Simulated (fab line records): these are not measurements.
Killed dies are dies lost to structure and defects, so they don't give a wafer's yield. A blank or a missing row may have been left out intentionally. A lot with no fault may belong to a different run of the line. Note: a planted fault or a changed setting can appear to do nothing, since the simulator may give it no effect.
Problem report in the 8D (eight disciplines) form, filled by code    flow n5Finfet    the parts of the form that need people (team, actions taken, sign-off) are left out

## 1. THE ISSUE
M12_OVL at N5_BEOL_M12_OVL_MEAS_29 reads a mean of 46 nm on 6 wafers of 2 lots; wafers without a fault read -2 nm with a standard deviation of 4.7. Measured from the usual mean, that is +10 standard deviations.
Earliest sighting: wafer L974.1 on overlay-02 at day 12 08:55. At this step, 30 wafers from 10 lots have a number in the record. By rule, "out" or "out of limits" means more than 4 standard deviations away from the usual mean. Any other wafer with a number is counted as sound.

## 2. WHAT IT IS; WHAT IT IS NOT
question                     is                      is not
which readings at this step  M12_OVL                 -
which lots                   L974, L978              L970, L971, L973, L986, L987, L988, L989, L992
which wafers of those lots   all that have a number  -
read on which gauges         overlay-02              overlay-01
when                         from day 12 08:55       up to then (9 sound wafers); but 15 sound wafers of L986, L987, L988, L989, L992 came after

## 3. SUSPECTS, AND WHAT RULES EACH OUT
Counting: any tool at a process step up to the reading is kept as a suspect provided that every lot that is out went through it and no sound lot did after the first of them.
- the gauge at N5_BEOL_M12_OVL_MEAS_29: kept. All the wafers that are out were read on overlay-02, and no step on other tools shows them out.
- krfScanner-01 at N5_BEOL_M12_EXPOSE_25 (exposes mask M12): kept. All lots that are out passed through it, beginning with L974 at day 12 08:43, and no sound lot followed; its final sound lot before that point was L971 at day 11 01:21.
Remaining after the count are krfScanner-01 at N5_BEOL_M12_EXPOSE_25 and overlay-02 at N5_BEOL_M12_OVL_MEAS_29.

## 4. THE CAUSE (what the simulator had put in)
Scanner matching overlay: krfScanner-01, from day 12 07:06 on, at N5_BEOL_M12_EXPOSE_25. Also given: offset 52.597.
This tool is one of the 2 suspects left after counting.

## 5. THE CHAIN OF EFFECTS, in route order
Each row: a reading where the mean over the struck wafers with a number is more than 3 standard deviations away from the usual. Readings are gone through only where the record gives a usual standard deviation; hours: the median, over the lots, of the time from a lot's start at the first step in this table giving one to that lot's start at this step; sigmas: the change measured in usual standard deviations.
hours  step                     reading  usual  on struck wafers  change  sigmas
0      N5_BEOL_M12_OVL_MEAS_29  M12_OVL  -2 nm  46                +48     +10

## 6. WHAT WOULD HAVE CAUGHT IT SOONER
2 hours passed between the start of the fault at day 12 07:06 and the first reading out of limits at a measuring or inspecting step in this record, taken at day 12 08:55.
L978, from the lots that are out (2), started N5_BEOL_M12_EXPOSE_25 on krfScanner-01 later than day 12 08:55. A hold on the tool at that time would have spared it.
